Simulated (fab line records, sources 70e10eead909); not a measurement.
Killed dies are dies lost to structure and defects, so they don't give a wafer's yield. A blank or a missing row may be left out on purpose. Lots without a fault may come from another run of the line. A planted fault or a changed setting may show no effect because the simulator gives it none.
fab line records | flow nand_harc
record lots=11 wafers=33 last_day=33
route steps=1302 shown P_CONTACT@235 P_M0@260 END@1302
lots that met no fault: from a run of the same line without faults
start_h: hours from the record's first day to the start of the lot's first wafer shown | wait_h: hours since the lot's step before | " the same as in the row above | L1.1+2: a row that stands for several wafers | - no value, or no start given | * or withheld: withheld | < > ~ a bound
route shown NAME@n: a module of which the file shows steps, and the number in the route of the first | usual: mean/standard deviation of fault-free wafers | same: alike in all rows | chamber/n: place in a boat | sites: the reading at each site | _std_site: their standard deviation | _edge_site: outer sites' mean less inner sites' | radius_mm: how far each site lies from the wafer's centre | mask NAME#n: copy n | behind: the tool/chamber that last shaped the wafer | hold: why the lot was held/for how many hours/how that ended | device: the transistor (n, p or np) that didn't switch | end of line: the same wafers' tests at the end of the route | a step without rows: its recipe alone | killed: dies lost to structure and defects at the first sort, not the wafer's yield | map: a wafer's dies, x killed, . not, _ none there
set.NAME: the setting as run; set.NAME@STEP: as run at that earlier step | model.NAME: the simulator's own value behind a step, which no gauge read
steps of the route over a sample of lots; a table a step, a row a wafer
services: from which hour (start_h, from the record's first day; less than 0 if before it) a tool's chamber was out of use, for how many hours, and why
## steps
# step NHARC_P_CONTACT_DESCUM_17
# recipe time_s=3 o2_flow_sccm=200 ar_flow_sccm=0 bias_power_w=0 chemistry=O2
# usual drypump_motor_current_A=5.7/0.44 oes_product_au=1.003/0.007 rf_vpp_V=57.7/0.88 showerhead_plenum_p_Torr=1.93/0.068 throttle_valve_pct=11.311/0.0094
# same bias_power_w=0
# columns lot.wafer tool chamber start_h wait_h drypump_motor_current_A oes_product_au rf_hours_counter_h rf_vpp_V showerhead_plenum_p_Torr throttle_valve_pct
L837.1 rie_diel-08 3 125.55 0.1 6.4 0.996 2.2 56.3 1.94 11.323
L837.2 " 1 " " 5.3 1.004 3.0 57.7 2.02 11.310
L837.3 " 2 " " 5.1 0.997 3.0 57.3 1.80 11.310
L838.1 rie_diel-08 3 126.56 0.1 6.5 0.996 2.6 57.5 1.94 11.311
L838.3 " 0 " " 5.5 0.998 3.1 57.0 1.84 11.311
L838.5 " 2 " " 5.1 0.995 - 57.0 1.80 11.304
L839.4 rie_diel-08 1 140.65 0.1 5.3 1.004 3.8 58.2 2.02 11.290
L839.1 " 2 " " 5.1 0.997 4.0 56.6 1.80 11.299
L839.5 " 1 " " 5.3 0.997 - 59.5 2.02 11.312
L840.4 rie_diel-07 3 145.43 0.1 5.2 1.003 0.1 57.5 2.00 11.313
L840.2 " 1 " " 5.7 0.990 0.1 58.5 1.86 11.303
L840.6 " 2 " " 6.3 0.989 - 58.9 1.96 11.294
L842.1 rie_diel-02 3 169.67 0.1 6.0 1.002 5.8 58.4 1.91 11.309
L842.2 " 0 " " 5.6 1.012 5.4 59.2 2.01 11.327
L842.3 " 2 " " 6.0 1.009 4.3 57.2 1.93 11.302
L845.1 rie_diel-07 3 205.11 0.1 5.2 1.009 2.7 60.1 2.00 11.318
L845.2 " 1 " " 5.7 1.002 2.6 58.6 1.86 11.306
L845.3 " 2 " " 6.3 0.999 2.5 59.2 1.96 11.319
L855.3 rie_diel-07 1 304.47 0.1 5.8 0.997 0 56.3 1.86 11.308
L855.2 " 3 " " 5.2 1.004 0 57.4 1.99 11.317
L855.4 " 0 " " 5.4 0.999 0 57.3 1.97 11.310
L856.4 rie_diel-02 3 309.27 0.1 6.0 1.004 4.7 55.6 1.91 11.296
L856.3 " 1 " " 5.9 1.008 4.7 57.3 1.86 11.302
L856.1 " 2 " " 6.0 0.991 3.0 59.4 1.92 11.324
L857.1 rie_diel-08 2 321.74 0.1 5.1 1.001 3.1 58.6 1.80 11.316
L857.3 " 3 " " 6.4 1.006 2.8 57.7 1.94 11.313
L857.6 " 3 " " 6.4 1.013 - 57.2 1.94 11.319
L859.2 rie_diel-02 2 335.57 0.1 6.0 0.998 4.6 59.3 1.92 11.333
L859.1 " 3 " " 6.0 1.009 6.1 57.5 1.91 11.311
L859.5 " 2 " " 6.0 0.994 - 56.8 1.92 11.322
L860.4 rie_diel-08 0 347.16 0.1 5.5 0.993 3.5 57.2 1.84 11.319
L860.3 " 1 " " 5.3 0.990 3.5 59.0 2.01 11.300
L860.2 " 2 " " 5.0 1.006 3.8 57.9 1.80 11.308
# step NHARC_P_CONTACT_ETCH_36
# recipe target_depth_a=2600 over_etch_frac=0.25 time_s=406.25 ion_energy_ev=200 n2_flow_sccm=150 h2_flow_sccm=150 ar_flow_sccm=0 rf_w=400 bias_w=150 chemistry=N2/H2
# usual drypump_motor_current_A=5.7/0.42 oes_product_au=1.002/0.0075 rf_vpp_V=430.9/2.3 showerhead_plenum_p_Torr=2.05/0.076 throttle_valve_pct=14.171/0.0084
# same over_etch_frac=0.25
# columns lot.wafer tool chamber start_h wait_h drypump_motor_current_A oes_product_au rf_hours_counter_h rf_vpp_V showerhead_plenum_p_Torr throttle_valve_pct
L837.2 rie_diel-08 3 - - 6.5 0.995 2.3 432.5 2.07 14.152
L837.1 " 0 " " 5.5 1.009 2.9 430.0 1.96 14.178
L837.3 " 1 " " 5.3 1.010 3.1 433.6 2.15 14.177
L838.3 rie_diel-08 3 - - 6.5 0.996 2.7 431.3 2.07 14.163
L838.1 " 0 " " 5.5 1.003 3.2 427.1 1.96 14.178
L838.5 " 1 " " 5.3 0.994 - 434.2 2.15 14.163
L839.4 rie_diel-08 0 - - 5.5 1.007 3.6 427.8 1.96 14.160
L839.1 " 3 " " 6.5 0.994 3.2 431.7 2.07 14.165
L839.5 " 1 " " 5.3 1.008 - 432.8 2.15 14.169
L840.2 rie_diel-07 0 - - 5.3 1.002 0.2 432.9 2.11 14.171
L840.4 " 1 " " 5.7 0.992 0.2 428.7 1.98 14.188
L840.6 " 0 " " 5.4 1.009 - 432.6 2.11 14.179
L842.2 rie_diel-02 3 - - 6.0 1.016 5.9 430.1 2.03 14.168
L842.3 " 0 " " 5.7 1.006 5.5 434.1 2.14 14.169
L842.1 " 2 " " 6.0 1.000 4.4 429.7 2.05 14.182
L845.1 rie_diel-07 3 - - 5.2 1.010 2.8 433.3 2.13 14.194
L845.2 " 1 " " 5.8 1.001 2.6 427.8 1.98 14.175
L845.3 " 2 " " 6.3 1.002 2.6 431.8 2.09 14.162
L855.2 rie_diel-07 0 - - 5.4 1.007 0.1 432.6 2.11 14.159
L855.3 " 2 " " 6.3 1.001 0.1 431.2 2.09 14.169
L855.4 " 3 " " 5.2 1.001 0.1 433.6 2.13 14.175
L856.3 rie_diel-02 0 - - 5.6 0.997 4.0 431.7 2.14 14.164
L856.4 " 1 " " 5.9 1.011 4.7 427.9 1.98 14.174
L856.1 " 2 " " 6.0 0.997 3.1 430.3 2.05 14.165
L857.1 rie_diel-08 2 - - 5.1 0.999 3.2 426.3 1.92 14.167
L857.3 " 3 " " 6.4 1.008 2.9 432.3 2.07 14.167
L857.6 " 2 " " 5.1 1.001 - 426.3 1.92 14.162
L859.1 rie_diel-02 2 - - 6.0 0.997 4.7 431.1 2.05 14.161
L859.2 " 3 " " 6.0 1.004 6.2 430.8 2.03 14.186
L859.5 " 3 " " 6.0 1.013 - 430.4 2.03 14.162
L860.2 rie_diel-08 0 - - 5.5 0.991 3.6 428.6 1.96 14.178
L860.3 " 2 " " 5.1 0.992 3.9 425.8 1.92 14.170
L860.4 " 3 " " 6.5 0.999 3.7 430.9 2.07 14.171
# step NHARC_P_M0_EXPOSE_06
# recipe na=1.35 target_cd_nm=90 dose_mj=81.28 mask_id=P_M0
# usual exposure_dose_mJ_cm2=81.27/0.087
# columns lot.wafer tool chamber start_h wait_h mask exposure_dose_mJ_cm2
L837.1 arfi_scanner-02 0 129.37 - P_M0#0 81.22
L837.2 " 0 " " P_M0#0 81.24
L837.3 " 0 " " P_M0#0 81.29
L838.1 arfi_scanner-02 0 130.25 - P_M0#0 81.49
L838.3 " 0 " " P_M0#0 81.41
L838.5 " 0 " " P_M0#0 81.40
L839.1 arfi_scanner-02 0 144.40 - P_M0#0 81.25
L839.4 " 0 " " P_M0#0 81.20
L839.5 " 0 " " P_M0#0 81.30
L840.2 arfi_scanner-01 0 149.27 - P_M0#0 81.18
L840.4 " 0 " " P_M0#0 81.26
L840.6 " 0 " " P_M0#0 81.19
L842.1 arfi_scanner-02 0 173.91 - P_M0#0 81.23
L842.2 " 0 " " P_M0#0 81.36
L842.3 " 0 " " P_M0#0 81.23
L845.1 arfi_scanner-01 0 208.94 - P_M0#0 81.18
L845.2 " 0 " " P_M0#0 81.17
L845.3 " 0 " " P_M0#0 81.28
L855.2 arfi_scanner-03 0 308.31 - P_M0#0 106.60
L855.3 " 0 " " P_M0#0 106.66
L855.4 " 0 " " P_M0#0 106.60
L856.1 arfi_scanner-03 0 312.97 - P_M0#0 101.56
L856.3 " 0 " " P_M0#0 101.50
L856.4 " 0 " " P_M0#0 101.53
L857.1 arfi_scanner-01 0 326.17 - P_M0#0 81.14
L857.3 " 0 " " P_M0#0 81.32
L857.6 " 0 " " P_M0#0 81.12
L859.1 arfi_scanner-01 0 339.28 - P_M0#0 81.34
L859.2 " 0 " " P_M0#0 81.22
L859.5 " 0 " " P_M0#0 81.36
L860.2 arfi_scanner-01 0 350.88 - P_M0#0 81.26
L860.3 " 0 " " P_M0#0 81.11
L860.4 " 0 " " P_M0#0 81.31
# step NHARC_P_M0_CD_MEAS_09
# recipe target_cd_nm=90 landing_energy_ev=500
# usual cd_nm=89.9/0.56
# columns lot.wafer tool chamber start_h wait_h cd_nm
L837.1 cd_sem-02 0 129.51 - 90.3
L837.2 " 0 " " 90.3
L837.3 " 0 " " 90.7
L838.1 cd_sem-01 0 130.39 - 89.8
L838.3 " 0 " " 90.2
L838.5 " 0 " " 90.7
L839.1 cd_sem-03 0 144.54 - 89.8
L839.4 " 0 " " 89.3
L839.5 " 0 " " 89.7
L840.2 cd_sem-02 0 149.41 - 88.9
L840.4 " 0 " " 89.2
L840.6 " 0 " " 89.3
L842.1 cd_sem-01 0 174.05 - 91.2
L842.2 " 0 " " 89.7
L842.3 " 0 " " 89.7
L845.1 cd_sem-03 0 209.08 - 90.2
L845.2 " 0 " " 90.6
L845.3 " 0 " " 90.2
L855.2 cd_sem-01 0 308.46 - 107.3
L855.3 " 0 " " 106.8
L855.4 " 0 " " 106.1
L856.1 cd_sem-02 0 313.11 - 103.4
L856.3 " 0 " " 104.2
L856.4 " 0 " " 103.7
L857.1 cd_sem-01 0 326.31 - 89.7
L857.3 " 0 " " 89.9
L857.6 " 0 " " 89.6
L859.1 cd_sem-02 0 339.42 - 90.4
L859.2 " 0 " " 90.5
L859.5 " 0 " " 90.8
L860.2 cd_sem-01 0 351.02 - 88.9
L860.3 " 0 " " 89.5
L860.4 " 0 " " 89.6
# step NHARC_P_M0_ETCH_34
# recipe target_depth_a=400 overetch_a=120 time_s=43.94 ion_energy_ev=200 n2_flow_sccm=150 h2_flow_sccm=150 ar_flow_sccm=0 rf_w=400 bias_w=150 chemistry=N2/H2
# usual drypump_motor_current_A=5.7/0.49 oes_product_au=1.001/0.0078 rf_vpp_V=429/3.1 showerhead_plenum_p_Torr=1.98/0.11 throttle_valve_pct=14.170/0.0083
# columns lot.wafer tool chamber start_h wait_h drypump_motor_current_A oes_product_au rf_hours_counter_h rf_vpp_V showerhead_plenum_p_Torr throttle_valve_pct
L837.3 rie_diel-01 1 129.78 0.1 5.8 1.002 34 428 1.98 14.172
L837.1 " 2 " " 5.9 1.004 37 433 2.13 14.178
L837.2 " 0 " " 5.4 0.989 36 430 2.00 14.163
L838.1 rie_diel-01 3 130.70 0.1 6.8 1.005 37 429 1.90 14.172
L838.3 " 2 " " 5.9 1.015 37 432 2.13 14.161
L838.5 " 0 " " 5.4 0.996 - 429 2.00 14.187
L839.1 rie_diel-11 3 144.84 0.1 5.6 1.006 7 426 1.89 14.168
L839.4 " 0 " " 6.3 0.994 8 428 1.95 14.161
L839.5 " 2 " " 5.1 0.992 - 426 1.88 14.169
L840.4 rie_diel-01 1 149.69 0.1 5.8 0.985 41 428 1.98 14.178
L840.2 " 2 " " 5.8 1.003 42 432 2.13 14.166
L840.6 " 0 " " 5.4 1.005 - 430 2.00 14.165
L842.2 rie_diel-04 3 174.33 0.1 5.4 1.003 59 430 2.02 14.173
L842.1 " 0 " " 5.7 1.007 53 435 2.20 14.175
L842.3 " 1 " " 5.0 1.002 53 426 1.91 14.185
L845.3 rie_diel-11 2 209.36 0.1 5.1 0.990 20 426 1.88 14.176
L845.1 " 3 " " 5.6 0.999 19 426 1.88 14.174
L845.2 " 0 " " 6.3 0.996 22 428 1.95 14.169
L855.4 rie_diel-01 2 308.73 0.1 5.9 0.994 31 432 2.11 14.186
L855.3 " 3 " " 6.8 0.998 27 426 1.89 14.166
L855.2 " 1 " " 5.9 0.997 28 429 1.96 14.176
L856.3 rie_diel-11 1 313.58 0.1 5.5 1.010 6 426 1.88 14.182
L856.4 " 2 " " 5.1 0.997 6 435 2.22 14.165
L856.1 " 3 " " 5.6 1.007 5 426 1.88 14.165
L857.1 rie_diel-11 2 326.59 0.1 5.1 1.006 10 435 2.21 14.167
L857.3 " 0 " " 6.3 1.017 9 427 1.94 14.182
L857.6 " 1 " " 5.5 1.009 - 428 1.88 14.167
L859.2 rie_diel-04 0 340.03 0.4 5.7 0.997 46 435 2.18 14.164
L859.1 " 3 " " 5.5 0.994 58 429 2.00 14.163
L859.5 " 0 " " 5.7 0.993 - 434 2.18 14.153
L860.4 rie_diel-01 2 351.29 0.1 5.8 0.991 48 434 2.10 14.176
L860.3 " 0 " " 5.3 0.995 41 429 1.98 14.172
L860.2 " 1 " " 5.8 0.982 42 427 1.96 14.160
# step NHARC_END_SORT_01
# recipe temp_c=25
# usual defect_limited_yield=90/3.3 killed_at_array=61/23 killed_at_other=1.3/1.4 killed_at_periphery=4.0/2.6 killed_dies=66/22 killed_open=3.4/1.8 killed_short=2.3/1.4
# same gross_dies=677
# columns lot.wafer tool chamber start_h wait_h defect_limited_yield[%] killed_at_array killed_at_other killed_at_periphery killed_dies killed_open killed_short
L839.1 prober-02 0 580.60 2.5 91 55 1 2 58 4 1
L839.4 prober-02 0 583.03 3.4 92 52 1 2 55 0 3
L839.5 prober-02 0 583.84 3.7 94 44 0 0 44 6 3
L842.1 prober-01 0 616.20 2.5 87 81 2 3 86 4 1
L842.2 prober-01 0 616.99 2.8 89 70 2 1 73 3 1
L842.3 prober-01 0 617.79 3.1 92 50 3 3 56 0 1
L860.2 prober-01 0 780.64 2.8 95 28 2 4 34 5 2
L860.3 prober-01 0 781.44 3.1 93 43 3 3 49 1 3
L860.4 prober-01 0 782.23 3.4 94 40 1 1 42 4 1
# killed by level:class
L839.1 A_CHANNEL_HOLE_D1:chamber_film_flake=39 A_CHANNEL_HOLE_D2:chamber_film_flake=8 A_STAIRCASE:chamber_film_flake=2 P_M0:geometric_particle:open=1 A_DECK1_JOINT:geometric_particle:open=1 A_CHANNEL_FILL_D2:geometric_particle:open=1 A_WL_FILL:geometric_particle:open=1 P_M0:chamber_film_flake=1
L839.4 A_CHANNEL_HOLE_D1:chamber_film_flake=35 A_CHANNEL_HOLE_D2:chamber_film_flake=7 A_STAIRCASE:chamber_film_flake=3 A_CHANNEL_FILL_D1:geometric_particle:short=2 A_CONTACT:chamber_film_flake=2 A_ONON_D1:geometric_particle:short=1 P_ZERO_WELL:chamber_film_flake=1 P_STI:chamber_film_flake=1
L839.5 A_CHANNEL_HOLE_D1:chamber_film_flake=21 A_CHANNEL_HOLE_D2:chamber_film_flake=10 A_DECK1_JOINT:geometric_particle:open=2 A_CHANNEL_HOLE_D2:geometric_particle:open=2 A_CHANNEL_HOLE_D2:geometric_particle:short=2 A_CONTACT:chamber_film_flake=2 A_ONON_D1:geometric_particle:open=1 A_CHANNEL_HOLE_D1:geometric_particle:open=1
L842.1 A_CHANNEL_HOLE_D1:chamber_film_flake=37 A_CHANNEL_HOLE_D2:chamber_film_flake=34 A_M1:chamber_film_flake=4 A_ONON_D2:geometric_particle:open=2 A_CONTACT:chamber_film_flake=2 THIN_TSV:chamber_film_flake=2 P_M0:geometric_particle:open=1 P_M1:geometric_particle:open=1
L842.2 A_CHANNEL_HOLE_D1:chamber_film_flake=33 A_CHANNEL_HOLE_D2:chamber_film_flake=23 A_CONTACT:chamber_film_flake=3 A_DECK1_JOINT:chamber_film_flake=2 A_WL_FILL:chamber_film_flake=2 THIN_TSV:chamber_film_flake=2 A_DECK1_JOINT:geometric_particle:open=1 A_CHANNEL_FILL_D2:geometric_particle:short=1
L842.3 A_CHANNEL_HOLE_D2:chamber_film_flake=27 A_CHANNEL_HOLE_D1:chamber_film_flake=18 THIN_TSV:chamber_film_flake=3 P_M2:chamber_film_flake=2 A_M1:chamber_film_flake=2 A_CHANNEL_FILL_D1:geometric_particle:short=1 P_GATE:chamber_film_flake=1 A_ZERO_WELL:chamber_film_flake=1
L860.2 A_CHANNEL_HOLE_D1:chamber_film_flake=12 A_CONTACT:chamber_film_flake=6 A_SLIT:chamber_film_flake=4 A_ZERO_WELL:chamber_film_flake=2 P_M0:geometric_particle:open=1 P_M1:geometric_particle:open=1 P_M2:geometric_particle:open=1 A_ONON_D1:geometric_particle:short=1
L860.3 A_CHANNEL_HOLE_D1:chamber_film_flake=21 A_CONTACT:chamber_film_flake=7 A_SLIT:chamber_film_flake=6 A_WL_FILL:chamber_film_flake=4 A_CHANNEL_FILL_D2:chamber_film_flake=2 HYBRID_BOND:latent=2 P_CONTACT:geometric_particle:open=1 P_M0:geometric_particle:short=1
L860.4 A_CHANNEL_HOLE_D1:chamber_film_flake=18 A_SLIT:chamber_film_flake=8 A_CONTACT:chamber_film_flake=6 A_CHANNEL_FILL_D1:chamber_film_flake=2 A_CHANNEL_FILL_D2:chamber_film_flake=2 P_GATE:geometric_particle:open=1 A_ONON_D2:geometric_particle:open=1 A_CHANNEL_FILL_D2:geometric_particle:open=1
## services
# columns tool chamber start_h hours kind
rie_diel-07 - 117.20 9.0 pm
rie_diel-02 - 120.05 2.5 repair
rie_diel-02 0 122.93 2.7 repair
arfi_scanner-01 - 127.57 2.0 repair
arfi_scanner-01 - 146.13 0.6 repair
rie_diel-08 1 148.21 4.2 repair
rie_diel-02 - 153.40 0.1 repair
arfi_scanner-01 - 156.30 0.2 repair
arfi_scanner-01 - 176.67 3.1 repair
rie_diel-01 - 186.97 0.3 repair
rie_diel-08 - 190.80 9.0 pm
rie_diel-02 - 216.70 9.0 pm
rie_diel-08 3 238.27 1.2 repair
rie_diel-07 0 261.83 5.6 repair
rie_diel-02 2 275.77 14.2 repair
rie_diel-02 0 275.82 2.5 repair
rie_diel-02 1 288.99 1.3 repair
rie_diel-07 - 294.20 9.0 pm
rie_diel-07 1 314.67 23.4 repair
rie_diel-08 1 319.83 2.8 repair
rie_diel-02 - 327.53 0.5 repair
rie_diel-02 0 330.81 4.1 repair
rie_diel-07 2 336.29 3.9 repair
rie_diel-02 2 340.72 6.1 repair
## key
first_sign step=NHARC_P_M0_EXPOSE_06 reading=exposure_dose_mJ_cm2 direction=up sigmas=99+ usual=81.27 struck=104.08
effect step=NHARC_P_M0_CD_MEAS_09 reading=cd_nm direction=up sigmas=28 usual=89.9 struck=105.3 through=control_loop
met_at NHARC_P_M0_EXPOSE_06
struck_lots L855,L856
loop_trim step=NHARC_P_M0_EXPOSE_06 setting=dose lots=L856
not_acting_at NHARC_P_CONTACT_DESCUM_17,NHARC_P_CONTACT_ETCH_36,NHARC_P_M0_ETCH_34
fault kind=process_parameter_drift tool=arfi_scanner-03 chamber=- onset_h=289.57 steps=NHARC_P_M0_EXPOSE_06 channel=dose_mj offset=25.271 shape=step acts_in=these_recipes_only stated=81.28
# loop_trim: a control loop set the setting to another value than it would have without faults
